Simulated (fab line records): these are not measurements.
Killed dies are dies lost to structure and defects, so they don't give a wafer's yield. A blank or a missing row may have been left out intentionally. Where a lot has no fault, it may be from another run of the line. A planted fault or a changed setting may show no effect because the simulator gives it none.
Which of the tools did it? ; flow n5_finfet ; 33 wafers from 11 lots sampled at 6 of the route's 1938 steps

WHAT EACH GAUGE READ, for each wafer
N5_BEOL_M7_OCD_MEAS_38.
lot;measured;on;trench_depth_nm (nm)
L870;day 9 13:19;ocd-02;89.9 90.5 89.7
L872;day 9 23:40;ocd-02;93.7 92.7 93.7
L873;day 10 08:05;ocd-02;90.5 94.5 92.4
L874;day 10 16:47;ocd-02;89.7 92.8 94.6
L876;day 11 06:31;ocd-02;94.0 92.4 92.9
L878;day 12 03:48;ocd-01;93.2 90.1 91.4
L881;day 13 02:54;ocd-01;92.9 92.5 90.0
L879;day 13 04:58;ocd-01;89.0 90.1 88.3
L889;day 14 11:02;ocd-01;93.1 92.9 92.6
L890;day 15 10:46;ocd-01;89.1 94.7 90.0
L892;day 15 17:38;ocd-01;94.0 92.3 94.2

N5_BEOL_M7_CD_MEAS_35: target cd 40 nm.
lot;measured;on;cd_nm (nm)
L870;day 9 13:29;cd_sem-02;39.7 40.9 39.4
L872;day 9 23:50;cd_sem-03;38.8 39.5 39.1
L873;day 10 08:14;cd_sem-03;40.6 39.7 39.0
L874;day 10 16:56;cd_sem-01;39.3 39.2 39.3
L876;day 11 06:40;cd_sem-01;39.8 40.1 39.7
L878;day 12 03:58;cd_sem-03;39.7 39.5 39.9
L881;day 13 03:03;cd_sem-01;40.2 40.1 39.9
L879;day 13 05:07;cd_sem-01;39.1 39.1 39.5
L889;day 14 11:11;cd_sem-02;39.4 39.8 39.6
L890;day 15 10:55;cd_sem-01;39.2 39.2 39.4
L892;day 15 17:48;cd_sem-03;39.9 40.3 40.1

N5_BEOL_M7_INSPECT_58: inspects for defects (darkfield).
lot;measured;on;raw_defect_count
L870;day 9 16:58;defect_inspect-01;57 52 71
L872;day 10 01:55;defect_inspect-02;87 118 78
L873;day 10 11:10;defect_inspect-01;99 115 83
L874;day 10 19:17;defect_inspect-02;50 104 63
L876;day 11 08:48;defect_inspect-02;45 31 29
L878;day 12 07:34;defect_inspect-01;53 33 58
L881;day 13 05:24;defect_inspect-01;822 781 731
L879;day 13 08:36;defect_inspect-02;700 686 759
L889;day 14 14:30;defect_inspect-02;84 85 74
L890;day 15 14:32;defect_inspect-02;30 44 43
L892;day 15 22:14;defect_inspect-02;185 94 111

N5_BEOL_M8_INSPECT_13: inspects for defects (brightfield).
lot;measured;on;raw_defect_count
L870;day 9 21:49;defect_inspect-01;306 434 413
L872;day 10 03:55;defect_inspect-02;348 508 381
L873;day 10 12:59;defect_inspect-02;343 359 331
L874;day 10 22:23;defect_inspect-01;313 399 453
L876;day 11 10:26;defect_inspect-01;599 478 749
L878;day 12 10:23;defect_inspect-01;557 553 438
L881;day 13 07:51;defect_inspect-01;1107 1054 1043
L879;day 13 11:16;defect_inspect-01;929 885 972
L889;day 14 18:31;defect_inspect-02;369 466 361
L890;day 15 16:07;defect_inspect-02;330 276 265
L892;day 16 00:27;defect_inspect-02;826 377 608

WHAT TOOL EACH LOT RAN ON (gives the tool, then ch and the chambers of the sampled wafers, and finally the start)
lot;N5_BEOL_M7_ANNEAL_51;N5_BEOL_M7_CMP_52
L870;rtp_anneal-01 ch 0, day 9 16:07;cmp-01 ch 1,2,3, day 9 16:34
L872;rtp_anneal-01 ch 0, day 10 01:15;cmp-01 ch 0,1,2, day 10 01:29
L873;rtp_anneal-02 ch 0, day 10 10:28;cmp-03 ch 0,2,3, day 10 10:45
L874;rtp_anneal-02 ch 0, day 10 18:32;cmp-02 ch 0,2,3, day 10 18:52
L876;rtp_anneal-02 ch 0, day 11 08:06;cmp-03 ch 1,2,3, day 11 08:21
L878;rtp_anneal-02 ch 0, day 12 06:49;cmp-01 ch 0,1,2, day 12 07:12
L881;rtp_anneal-02 ch 0, day 13 04:38;cmp-03 ch 0,2,3, day 13 04:57
L879;rtp_anneal-01 ch 0, day 13 07:56;cmp-03 ch 1,2,3, day 13 08:16
L889;rtp_anneal-02 ch 0, day 14 13:45;cmp-01 ch 1,2, day 14 14:05
L890;rtp_anneal-02 ch 0, day 15 13:47;cmp-02 ch 0,1,2, day 15 14:05
L892;rtp_anneal-01 ch 0, day 15 21:29;cmp-02 ch 0,1,3, day 15 21:53
- N5_BEOL_M7_ANNEAL_51: time 90 s.
- N5_BEOL_M7_CMP_52: polishes, stops on SiCOH lowk, t overpolish 6.9 s, target thk 80 nm.

WHAT THE TOOLS THEMSELVES READ (means of the sampled wafers that have a number; where no wafer has one, the mark that the record gives instead)
N5_BEOL_M7_ANNEAL_51.
lot;tool;wafer_temp_C_max
L870;rtp_anneal-01;225.67
L872;rtp_anneal-01;225.61
L873;rtp_anneal-02;226.14
L874;rtp_anneal-02;225.79
L876;rtp_anneal-02;226.09
L878;rtp_anneal-02;225.65
L881;rtp_anneal-02;225.94
L879;rtp_anneal-01;226.19
L889;rtp_anneal-02;225.87
L890;rtp_anneal-02;225.90
L892;rtp_anneal-01;225.93

N5_BEOL_M7_CMP_52.
lot;tool;barrier_field_endpoint_s (s);edge_zone_pressure_frac;motor_current_A (A);overpolish_run_s (s);time_to_endpoint_s (s)
L870;cmp-01;29.6;1.002;6.1;6.899;64
L872;cmp-01;29.2;1.001;6.7;6.906;63
L873;cmp-03;28.6;1.001;5.7;6.904;59
L874;cmp-02;29.6;0.997;5.2;6.901;66
L876;cmp-03;29.0;1.004;5.5;6.892;63
L878;cmp-01;28.7;1.003;6.8;6.905;63
L881;cmp-03;28.6;1.007;5.2;6.911;63
L879;cmp-03;28.1;1.002;5.5;6.904;60
L889;cmp-01;29.0;0.999;6.1;6.909;64
L890;cmp-02;29.0;1.000;5.6;6.905;58
L892;cmp-02;29.4;1.003;5.8;6.896;62

THE ANSWER, worked out from the rows above alone
Rule: the lots themselves supply what counts as usual. Put in order of their means at a reading, lots are off if they are a third of the lots or fewer, leave a main group of 4 or more, and stand apart from it by a gap of 3 or more times the standard deviation of the main group's means; of several such gaps the widest counts. A main group is skipped when, at the precision printed for the reading in the tables above, its means are all equal. A lot without any number at a reading at which 4 lots or more have one is off too. Any other lot the step has rows for is counted as sound. After the gauges, taken in route order, come the tools' own readings; for these a lot's mean is taken, as printed above. The first step at which some lot is off is used, and at that step the reading that is off furthest; a lot without a number counts as furthest.
Off, at N5_BEOL_M7_INSPECT_58 on raw_defect_count: L881, L879. Main group: mean 73, sd 30.
A tool fits if, at a process step before that reading, it ran every lot that is off, and no sound lot after the first of them. Those tools and the gauges at N5_BEOL_M7_INSPECT_58 are tried in the same way. One fits: N5_BEOL_M7_CMP_52 on cmp-03. Its last sound lot is L876 (day 11 08:21), its first lot that is off L881 (day 13 04:57): a fault that began between those two fits.

WHAT THE SIMULATOR HAD PUT IN
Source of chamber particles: cmp-03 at N5_BEOL_M7_CMP_52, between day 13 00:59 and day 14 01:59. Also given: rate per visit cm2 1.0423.
Lots struck among those shown: L881, L879. The rule above found the same.
